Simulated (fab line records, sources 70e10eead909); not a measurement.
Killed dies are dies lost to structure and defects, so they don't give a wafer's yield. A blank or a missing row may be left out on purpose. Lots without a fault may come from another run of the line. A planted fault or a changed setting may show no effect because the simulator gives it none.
A struck lot beside a sound one | flow nand_harc | 17 steps out of a route of 1159
Sound: wafers L715.1, L715.4, L715.5. Struck: wafers L723.3, L723.4, L723.5. The cause comes at the end.
At each step with rows: each side's tool, then ch and its chambers, then its first start. Under that, the readings that differ: sound wafers | struck wafers | difference of the means | sigmas: that difference in standard deviations of wafers without a fault.
alike: readings whose means differ by less than 2 such deviations, and words and numbers that are the same on both sides. not compared: withheld readings, readings that some wafer has no value for, bounds like >300 that may hide the same value, and numbers for which the record gives no deviation and whose values overlap.
The two part at a step that has a row with sigmas, a row that says differs or no value, or rows on one side only. Numbers that don't overlap but have no deviation are shown without sigmas and don't part them. A reading that every wafer of one side lacks parts them only if that side has two wafers or more.

first, 2 steps without rows for these wafers: NHARC_P_STI_SRD_39; NHARC_P_STI_OXIDE_40 (material SiO2, target thk 10 nm, ox time 1362 s).
NHARC_P_STI_INSPECT_25:
  sound on defect_inspect-01, day 4 17:52; struck on defect_inspect-02, day 6 23:03
  alike: raw_defect_count
then, 9 steps without rows for these wafers: NHARC_P_GATE_ETCH_69 (etches SiO2 in dHF, target depth 14 nm); NHARC_P_GATE_PRECLEAN_70 (cleans in SC1); NHARC_P_GATE_SRD_01; NHARC_P_GATE_OXIDE_02 (material SiO2, target thk 37.5 nm, ox time 365 s); NHARC_P_GATE_DEHYDRATE_03 (time 120 s); NHARC_P_GATE_HMDS_04 (time 30 s); NHARC_P_GATE_COAT_05; NHARC_P_GATE_SOFTBAKE_06 (time 95 s); NHARC_P_GATE_EBR_07.
NHARC_P_GATE_EXPOSE_08: exposes mask P HV.
  sound on krf_scanner-03 ch 0, day 5 02:01; struck on krf_scanner-03 ch 0, day 7 07:17
  reading | sound                | struck                  | difference | sigmas
  mask    | P_HV#0 P_HV#0 P_HV#0 | P_NSD#0 P_NSD#0 P_NSD#0 | differs    |
  alike: reticle_temp_C, stage_vel_mm_s
then, 2 steps without rows for these wafers: NHARC_P_GATE_PEB_09 (peb time 85 s); NHARC_P_GATE_DEVELOP_10 (time 70 s).
NHARC_P_GATE_CD_MEAS_11: target cd 1640 nm.
  sound on cd_sem-03 ch 0, day 5 02:10; struck on cd_sem-01 ch 0, day 7 07:26
  reading    | sound                | struck | difference                    | sigmas
  cd_nm (nm) | 1640.7 1636.3 1639.4 | - - -  | no value on the struck wafers |
then, 1 step without rows for these wafers: NHARC_P_GATE_HARDBAKE_12 (time 80 s).

WHERE THEY PART
First at NHARC_P_GATE_EXPOSE_08; last, within this record, at NHARC_P_GATE_CD_MEAS_11.

WHY: what the simulator had put in
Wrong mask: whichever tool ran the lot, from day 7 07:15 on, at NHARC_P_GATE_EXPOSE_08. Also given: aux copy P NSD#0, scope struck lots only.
